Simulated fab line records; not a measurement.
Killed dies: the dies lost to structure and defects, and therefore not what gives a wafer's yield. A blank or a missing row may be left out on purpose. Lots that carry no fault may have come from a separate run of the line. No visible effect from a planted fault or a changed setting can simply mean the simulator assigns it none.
fab line records ; flow n5_finfet
record lots=5; wafers=14; last_day=17
route steps=1938 shown ZERO_LAYER@12 WELL_APT@20
lots that met no fault: from a run of the same line without faults
start_h: hours from the record's opening day to when the first of the lot's shown wafers began ; wait_h: hours from the lot's prior step to this one ; " as in the row above ; L1.1+2: one row covering several wafers at once ; - no value, or no start given ; * or withheld: withheld ; < > ~ a bound
route shown NAME@n: NAME is a module with steps in the file, n the number in the route of the first one ; usual: the fault-free wafers' mean and standard deviation ; same: alike in all rows ; chamber/n: place in a boat ; sites: the reading at each site ; _std_site: the standard deviation of these ; _edge_site: the outer-site mean with the inner-site mean subtracted ; radius_mm: how far each site lies from the wafer's centre ; mask NAME#n: copy n ; behind: tool/chamber where the wafer was last shaped ; hold: reason for holding the lot/hours on hold/outcome of the hold ; device: names the non-switching transistor (n, p or np) ; end of line: the tests these same wafers got at the end of their route ; a step without rows: its recipe alone ; killed: dies that structure and defects cost at the first sort, which is not the same as the wafer's yield ; map: shows each die of a wafer: x if killed, . if not, _ if none is there
set.NAME: the setting as run; set.NAME@STEP: as run at that earlier step ; model.NAME: the simulator's own value behind a step, which no gauge read
certain route steps with their lots: each step a table, each wafer a row
services: from which hour (start_h, from the record's first day; less than 0 if before it) a tool's chamber was out of use, for how many hours, and why
## steps
# step N5_ZERO_LAYER_HARDBAKE_23
# recipe temp_c=130; time_s=120
# step N5_ZERO_LAYER_CD_MEAS_11
# recipe target_cd_nm=2000; landing_energy_ev=500; detector=se_inlens
# usual cd_nm=1999.8/2.2
lot.wafer;tool;chamber;start_h;wait_h;cd_nm
L936.2;cd_sem-01;0;54.64;-;2002.8
L936.4;cd_sem-01;0;54.64;-;2003.8
L936.5;cd_sem-01;0;54.64;-;2000.6
L937.1;cd_sem-01;0;60.77;-;2002.8
L937.6;cd_sem-01;0;60.77;-;1999.0
L942.1;cd_sem-02;0;90.77;-;1997.6
L942.2;cd_sem-02;0;90.77;-;1998.5
L942.6;cd_sem-02;0;90.77;-;1998.1
L951.1;cd_sem-02;0;144.64;-;1998.8
L951.3;cd_sem-02;0;144.64;-;1999.9
L951.4;cd_sem-02;0;144.64;-;2003.7
L952.2;cd_sem-03;0;150.64;-;2003.0
L952.3;cd_sem-03;0;150.64;-;2001.8
L952.5;cd_sem-03;0;150.64;-;2002.3
# step N5_ZERO_LAYER_DESCUM_16
# recipe chemistry=O2; time_s=7.9; source_power_w=50; bias_power_w=20; pressure_mtorr=20; rf_frequency_hz=2.712e+07; temp_c=40; o2_flow_sccm=225
# usual bias_power_w=20.00/0.058; drypump_motor_current_A=5.8/0.4; o2_flow_sccm=225.0/0.75; oes_product_au=0.79/0.075; rf_fwd_power_W=49.40/0.21; rf_vpp_V=243.1/1.4; showerhead_plenum_p_Torr=2.09/0.071; throttle_valve_pct=20.44/0.19
# same time_s=7.9
lot.wafer;tool;chamber;start_h;wait_h;bias_power_w;drypump_motor_current_A;o2_flow_sccm;oes_product_au;rf_fwd_power_W;rf_hours_counter_h;rf_vpp_V;showerhead_plenum_p_Torr;throttle_valve_pct
L936.2;rie_diel-05;1;54.68;0.0;20.12;6.1;224.9;0.83;49.57;70;242.2;2.04;20.47
L936.4;rie_diel-05;0;54.68;0.0;20.11;5.9;226.1;0.70;49.11;228;243.4;2.17;20.74
L936.5;rie_diel-05;3;54.68;0.0;19.97;6.2;225.3;0.74;49.48;-;244.2;2.15;20.26
L937.1;rie_diel-04;3;60.81;0.0;19.97;5.7;225.2;0.71;49.62;212;242.5;2.00;20.63
L937.6;rie_diel-04;0;60.81;0.0;19.98;5.1;224.7;0.79;49.30;-;242.2;2.10;20.27
L942.1;rie_diel-01;0;90.80;0.0;20.00;6.1;225.6;0.74;49.66;194;244.4;2.17;20.44
L942.2;rie_diel-01;2;90.80;0.0;20.04;5.2;225.1;0.85;49.30;67;242.5;2.05;20.54
L942.6;rie_diel-01;1;90.80;0.0;19.91;6.3;223.8;0.91;49.41;-;243.3;2.04;20.02
L951.1;rie_diel-01;1;144.68;0.0;20.05;6.3;225.4;0.87;49.38;44;241.2;2.03;20.03
L951.3;rie_diel-01;3;144.68;0.0;19.99;6.0;225.1;0.79;49.35;139;243.9;2.10;20.26
L951.4;rie_diel-01;2;144.68;0.0;19.99;5.2;225.5;0.83;49.30;-;241.7;2.04;20.57
L952.2;rie_diel-01;3;150.68;0.0;20.01;6.0;225.5;0.79;49.26;141;244.4;2.10;20.27
L952.3;rie_diel-01;1;150.68;0.0;20.11;6.3;224.1;0.86;49.48;46;242.4;2.03;20.04
L952.5;rie_diel-01;1;150.68;0.0;20.02;6.3;224.9;0.86;49.68;-;241.7;2.03;20.02
# step N5_ZERO_LAYER_ETCH_17
# recipe chemistry=CF4; target=SiO2; target_depth_a=120; time_s=13.3; ion_energy_ev=350; pressure_mtorr=40; source_w=450; bias_w=215; Ar_flow_sccm=100; cf4_flow_sccm=100
# usual drypump_motor_current_A=5.8/0.4; oes_product_au=0.78/0.077; rf_fwd_power_W=446.4/1.6; rf_vpp_V=949/4.6; showerhead_plenum_p_Torr=2.15/0.069; throttle_valve_pct=15.67/0.14
# same time_s=13.3
lot.wafer;tool;chamber;start_h;wait_h;drypump_motor_current_A;oes_product_au;rf_fwd_power_W;rf_hours_counter_h;rf_vpp_V;showerhead_plenum_p_Torr;throttle_valve_pct
L936.2;rie_diel-05;1;54.71;0.0;6.1;0.83;446.6;70;947;2.10;15.69
L936.4;rie_diel-05;0;54.71;0.0;5.9;0.68;445.9;228;952;2.20;15.92
L936.5;rie_diel-05;3;54.71;0.0;6.2;0.75;446.7;-;953;2.22;15.69
L937.1;rie_diel-04;3;60.85;0.0;5.7;0.71;446.2;212;941;2.04;15.77
L937.6;rie_diel-04;0;60.85;0.0;5.1;0.80;447.1;-;950;2.15;15.51
L942.1;rie_diel-01;0;90.84;0.0;6.0;0.73;448.3;194;953;2.20;15.60
L942.2;rie_diel-01;2;90.84;0.0;5.1;0.83;446.6;67;945;2.10;15.66
L942.6;rie_diel-01;1;90.84;0.0;6.3;0.89;446.2;-;945;2.11;15.32
L951.1;rie_diel-01;1;144.72;0.0;6.3;0.85;446.7;44;946;2.11;15.35
L951.3;rie_diel-01;3;144.72;0.0;6.0;0.78;446.2;139;948;2.16;15.58
L951.4;rie_diel-01;2;144.72;0.0;5.1;0.82;446.7;-;944;2.09;15.68
L952.2;rie_diel-01;3;150.71;0.0;6.0;0.77;446.5;141;948;2.16;15.59
L952.3;rie_diel-01;1;150.71;0.0;6.3;0.85;446.8;46;945;2.11;15.35
L952.5;rie_diel-01;1;150.71;0.0;6.3;0.85;446.2;-;945;2.11;15.35
# step N5_ZERO_LAYER_ETCH_18
# recipe chemistry=HBr/Cl2; target=Si; target_depth_a=1200; time_s=40; pressure_mtorr=10; icp_w=800; bias_w=75; HBr_flow_sccm=150; Cl2_flow_sccm=80
# usual drypump_motor_current_A=5.6/0.49; oes_product_au=0.993/0.013; rf_fwd_power_W=796.1/2.7; throttle_valve_pct=36.2/0.31
# same time_s=40
lot.wafer;tool;chamber;start_h;wait_h;drypump_motor_current_A;oes_product_au;rf_fwd_power_W;rf_hours_counter_h;throttle_valve_pct
L936.2;rie_si-06;0;54.79;0.0;5.5;1.004;796.5;88;36.4
L936.4;rie_si-06;0;54.79;0.0;5.5;1.004;795.9;-;36.4
L936.5;rie_si-06;2;54.79;0.0;4.8;1.007;798.5;-;36.4
L937.1;rie_si-04;2;60.93;0.1;5.8;0.974;795.4;152;36.0
L937.6;rie_si-04;1;60.93;0.1;5.6;0.986;790.9;-;36.2
L942.1;rie_si-06;0;90.91;0.0;5.5;1.001;798.3;89;36.4
L942.2;rie_si-06;2;90.91;0.0;4.9;1.006;797.4;0;35.7
L942.6;rie_si-06;1;90.91;0.0;4.9;0.993;795.3;-;35.8
L951.1;rie_si-06;3;144.79;0.0;5.3;1.001;800.0;103;36.4
L951.3;rie_si-06;2;144.79;0.0;4.8;0.998;803.1;1;35.7
L951.4;rie_si-06;3;144.79;0.0;5.3;0.996;797.9;-;36.4
L952.2;rie_si-05;2;150.79;0.0;5.7;0.962;795.5;43;36.3
L952.3;rie_si-05;1;150.79;0.0;6.4;0.976;792.8;65;35.7
L952.5;rie_si-05;0;150.79;0.0;6.3;1.004;794.5;-;36.2
# step N5_ZERO_LAYER_STRIP_24
# recipe chemistry=O2; power_w=1000; temp_c=250; overash_fraction=0.3; pressure_mtorr=1000; o2_flow_sccm=6750
# usual drypump_motor_current_A=5.7/0.52; heater_power_w=352/9.2; o2_flow_sccm=6749/20; oes_product_au=0.646/0.0042; strip_time_to_endpoint_s=43.88/0.088
lot.wafer;tool;chamber;start_h;wait_h;drypump_motor_current_A;heater_power_w;o2_flow_sccm;oes_product_au;rf_hours_counter_h;strip_time_to_endpoint_s
L936.2;plasma_asher-01;0;54.89;0.1;6.4;331;6764;0.657;84;43.98
L936.4;plasma_asher-01;0;54.89;0.1;6.4;350;6763;0.645;-;44.06
L936.5;plasma_asher-01;1;54.89;0.1;6.0;353;6788;0.646;-;44.01
L937.1;plasma_asher-02;1;61.03;0.1;5.2;365;6741;0.646;32;43.84
L937.6;plasma_asher-02;0;61.03;0.1;5.3;354;6723;0.648;-;43.88
L942.1;plasma_asher-01;1;91.02;0.1;6.0;351;6731;0.654;92;43.76
L942.2;plasma_asher-01;0;91.02;0.1;6.4;336;6741;0.653;92;43.83
L942.6;plasma_asher-01;0;91.02;0.1;6.5;346;6779;0.645;-;43.80
L951.1;plasma_asher-01;1;144.90;0.1;6.0;356;6725;0.645;102;43.78
L951.3;plasma_asher-01;0;144.90;0.1;6.5;335;6733;0.642;-;43.80
L951.4;plasma_asher-01;1;144.90;0.1;6.0;345;6728;0.653;-;43.79
L952.2;plasma_asher-01;1;150.94;0.1;6.0;353;6759;0.647;104;43.87
L952.3;plasma_asher-01;1;150.94;0.1;6.0;351;6726;0.652;-;43.77
L952.5;plasma_asher-01;0;150.94;0.1;6.4;336;6709;0.656;-;43.73
# step N5_ZERO_LAYER_STRIP_19
# recipe chemistry=SPM; time_s=900; temp_c=130; h2so4_h2o2_vol_ratio=4; dry=ipa_marangoni
# step N5_ZERO_LAYER_INSPECT_20
# recipe inspect_instrument=darkfield; mode=post_clean
# usual raw_defect_count=34/15
lot.wafer;tool;chamber;start_h;wait_h;raw_defect_count
L936.2;defect_inspect-02;-;55.25;0.0;43
L936.4;defect_inspect-02;-;55.25;0.0;27
L936.5;defect_inspect-02;-;55.25;0.0;50
L937.1;defect_inspect-01;-;61.40;0.0;26
L937.6;defect_inspect-01;-;61.40;0.0;19
L942.1;defect_inspect-02;-;91.38;0.0;40
L942.2;defect_inspect-02;-;91.38;0.0;64
L942.6;defect_inspect-02;-;91.38;0.0;54
L951.1;defect_inspect-02;-;145.26;0.0;22
L951.3;defect_inspect-02;-;145.26;0.0;33
L951.4;defect_inspect-02;-;145.26;0.0;26
L952.2;defect_inspect-02;-;151.31;0.0;23
L952.3;defect_inspect-02;-;151.31;0.0;22
L952.5;defect_inspect-02;-;151.31;0.0;17
# step N5_WELL_APT_HMDS_01
# recipe time_s=60; temp_c=120
# step N5_WELL_APT_COAT_02
# recipe spin_rpm=1357; resist_thk_nm=950
# step N5_WELL_APT_EBR_04
# recipe solvent=PGMEA; ebr_width_mm=1.5
# step N5_WELL_APT_SOFTBAKE_03
# recipe temp_c=130; time_s=60
# step N5_WELL_APT_EXPOSE_05
# recipe mask_id=NWELL; na=0.8; source_shape=conventional; sigma_outer=0.8; polarization=unpolarized; defocus_nm=0; target_cd_nm=200; dose_mj=20.3
# same na=0.8
lot.wafer;tool;chamber;start_h;wait_h;mask
L936.2+4+5;krf_scanner-02;0;55.39;-;NWELL#0
L937.1+6;krf_scanner-02;0;61.53;-;NWELL#0
L942.1+2+6;krf_scanner-01;0;91.63;-;NWELL#0
L951.1+3+4;krf_scanner-01;0;145.39;-;NWELL#0
L952.2+3+5;krf_scanner-02;0;151.57;-;NWELL#0
# step N5_WELL_APT_PEB_06
# recipe peb_temp_c=130; peb_time_s=90
# step N5_WELL_APT_DEVELOP_07
# recipe develop_time_s=45; rinse_liquid=surfactant_rinse; dry=air_spin; dev_temp_c=21
# step N5_WELL_APT_HARDBAKE_12
# recipe temp_c=130; time_s=120
# step N5_WELL_APT_CD_MEAS_08
# recipe target_cd_nm=200; landing_energy_ev=500; detector=se_inlens
# usual cd_nm=200.1/1.6
lot.wafer;tool;chamber;start_h;wait_h;cd_nm
L936.2;cd_sem-02;0;55.56;-;198.5
L936.4;cd_sem-02;0;55.56;-;199.1
L936.5;cd_sem-02;0;55.56;-;200.8
L937.1;cd_sem-01;0;61.70;-;199.0
L937.6;cd_sem-01;0;61.70;-;196.6
L942.1;cd_sem-01;0;91.81;-;199.6
L942.2;cd_sem-01;0;91.81;-;197.3
L942.6;cd_sem-01;0;91.81;-;199.4
L951.1;cd_sem-03;0;145.56;-;202.7
L951.3;cd_sem-03;0;145.56;-;200.2
L951.4;cd_sem-03;0;145.56;-;199.6
L952.2;cd_sem-02;0;151.74;-;198.8
L952.3;cd_sem-02;0;151.74;-;197.0
L952.5;cd_sem-02;0;151.74;-;199.8
# step N5_WELL_APT_OVL_MEAS_09
# recipe points_per_wafer=44
# usual NWELL_OVL=1/5.6
lot.wafer;tool;chamber;start_h;wait_h;NWELL_OVL[nm]
L936.2;overlay-02;0;55.59;0.0;-7
L936.4;overlay-02;0;55.59;0.0;-4
L936.5;overlay-02;0;55.59;0.0;-8
L937.1;overlay-02;0;61.73;0.0;5
L937.6;overlay-02;0;61.73;0.0;4
L942.1;overlay-01;0;91.84;0.0;1
L942.2;overlay-01;0;91.84;0.0;3
L942.6;overlay-01;0;91.84;0.0;6
L951.1;overlay-01;0;145.59;0.0;4
L951.3;overlay-01;0;145.59;0.0;7
L951.4;overlay-01;0;145.59;0.0;3
L952.2;overlay-01;0;151.77;0.0;-8
L952.3;overlay-01;0;151.77;0.0;1
L952.5;overlay-01;0;151.77;0.0;1
# step N5_WELL_APT_INSPECT_10
# recipe mode=adi; inspect_instrument=macro
# usual raw_defect_count=2.0/1.4
lot.wafer;tool;chamber;start_h;wait_h;raw_defect_count
L936.2;defect_inspect-02;-;55.61;0.0;4
L936.4;defect_inspect-02;-;55.61;0.0;4
L936.5;defect_inspect-02;-;55.61;0.0;3
L937.1;defect_inspect-02;-;61.76;0.0;3
L937.6;defect_inspect-02;-;61.76;0.0;1
L942.1;defect_inspect-02;-;91.86;0.0;0
L942.2;defect_inspect-02;-;91.86;0.0;1
L942.6;defect_inspect-02;-;91.86;0.0;3
L951.1;defect_inspect-02;-;145.61;0.0;2
L951.3;defect_inspect-02;-;145.61;0.0;3
L951.4;defect_inspect-02;-;145.61;0.0;1
L952.2;defect_inspect-01;-;151.79;0.0;1
L952.3;defect_inspect-01;-;151.79;0.0;4
L952.5;defect_inspect-01;-;151.79;0.0;1
# step N5_WELL_APT_DESCUM_13
# recipe chemistry=O2; time_s=7.9; source_power_w=50; bias_power_w=20; pressure_mtorr=20; rf_frequency_hz=2.712e+07; temp_c=40; o2_flow_sccm=225
# usual bias_power_w=20.00/0.059; drypump_motor_current_A=5.7/0.31; o2_flow_sccm=225.0/0.59; oes_product_au=0.77/0.061; rf_fwd_power_W=49.62/0.2; rf_vpp_V=243.3/1.5; showerhead_plenum_p_Torr=2.10/0.083; throttle_valve_pct=20.43/0.22
# same time_s=7.9
lot.wafer;tool;chamber;start_h;wait_h;bias_power_w;drypump_motor_current_A;o2_flow_sccm;oes_product_au;rf_fwd_power_W;rf_hours_counter_h;rf_vpp_V;showerhead_plenum_p_Torr;throttle_valve_pct;model.WELL_APT.cd_nm
L936.2;rie_diel-02;2;55.68;0.1;20.05;5.4;225.4;0.75;49.72;184;243.7;2.06;20.19;198.7
L936.4;rie_diel-02;1;55.68;0.1;20.03;5.9;225.0;0.74;49.34;171;244.0;2.17;20.59;199.1
L936.5;rie_diel-02;0;55.68;0.1;20.05;5.6;223.7;0.72;49.51;-;242.6;2.10;20.35;200.9
L937.1;rie_diel-03;2;61.79;0.0;19.98;6.1;224.7;0.74;49.87;183;242.9;2.08;20.19;199.3
L937.6;rie_diel-03;2;61.79;0.0;19.97;6.1;224.8;0.74;49.83;-;244.0;2.08;20.19;196.7
L942.1;rie_diel-02;2;91.89;0.0;20.11;5.3;225.9;0.74;49.35;191;242.0;2.06;20.21;200
L942.2;rie_diel-02;0;91.89;0.0;19.88;5.6;225.6;0.71;49.75;186;242.2;2.10;20.38;197.2
L942.6;rie_diel-02;2;91.89;0.0;20.10;5.4;225.6;0.74;49.52;-;242.6;2.06;20.19;199.4
L951.1;rie_diel-02;3;145.65;0.0;19.98;5.6;225.3;0.74;49.54;196;242.5;2.08;20.87;202.6
L951.3;rie_diel-02;2;145.65;0.0;20.02;5.5;224.6;0.73;49.27;211;244.4;2.05;20.23;200.5
L951.4;rie_diel-02;0;145.65;0.0;20.01;5.6;225.4;0.70;49.70;206;242.7;2.09;20.41;199.4
L952.2;rie_diel-06;2;151.82;0.0;19.92;6.2;225.1;0.70;49.43;246;241.6;1.97;20.66;199.2
L952.3;rie_diel-06;3;151.82;0.0;19.89;5.2;224.7;0.76;49.74;156;241.7;2.00;20.17;197.3
L952.5;rie_diel-06;2;151.82;0.0;19.99;6.3;225.4;0.71;49.43;-;241.7;1.97;20.66;199.7
# step N5_WELL_APT_IMPLANT_14
# recipe species=P; energy_kev=160; dose_cm2=1.5e+13; tilt_deg=0; rotation_deg=0
## services
tool;chamber;start_h;hours;kind
rie_diel-05;3;36.92;2.7;repair
krf_scanner-01;-;39.95;1.3;pm
krf_scanner-02;-;49.95;2.2;repair
rie_si-06;3;50.66;8.2;repair
krf_scanner-01;-;53.50;0.8;pm
rie_diel-04;1;56.27;4.2;repair
rie_diel-02;-;58.78;1.6;repair
rie_si-04;-;59.68;0.6;repair
rie_diel-05;-;60.59;0.6;repair
rie_diel-02;2;69.19;10.5;repair
rie_diel-04;0;80.56;7.8;repair
krf_scanner-02;-;82.37;0.8;pm
krf_scanner-01;-;93.11;0.6;repair
rie_diel-01;-;98.51;2.8;pm
rie_si-06;3;110.16;8.1;repair
rie_si-06;-;110.21;2.8;pm
rie_diel-01;3;111.79;13.2;repair
krf_scanner-01;-;118.26;1.0;pm
rie_diel-06;3;119.33;22.6;repair
rie_diel-01;0;123.46;131.8;repair
rie_diel-05;1;126.84;5.4;repair
krf_scanner-02;-;129.70;1.0;pm
rie_diel-02;1;146.47;3.9;repair
krf_scanner-02;-;149.78;0.8;pm
## key
first_sign none at tools or gauges
model_effect step=N5_WELL_APT_DESCUM_13; value=WELL_APT.cd_nm; without=203.3; struck=198
met_at N5_WELL_APT_EXPOSE_05
struck_wafers L937.1,L937.6
tester_left_out L937
onset_between 55.39 61.53
also_fits N5_ZERO_LAYER_DESCUM_16:rie_diel-04,N5_ZERO_LAYER_ETCH_17:rie_diel-04,N5_ZERO_LAYER_ETCH_18:rie_si-04,N5_ZERO_LAYER_STRIP_24:plasma_asher-02
fault kind=process_parameter_drift; tool=krf_scanner-02; chamber=-; onset_h=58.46; steps=N5_WELL_APT_EXPOSE_05; channel=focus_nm; offset=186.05; shape=step; end_h=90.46; scope=struck_wafers_only
# tester_left_out: of these lots the tester's yield and bins aren't shown, on N5 and GAA mostly nor the transistor test; their killed dies are dies lost to structure and defects alone, not to doping, threshold or leakage, so they don't give the yield
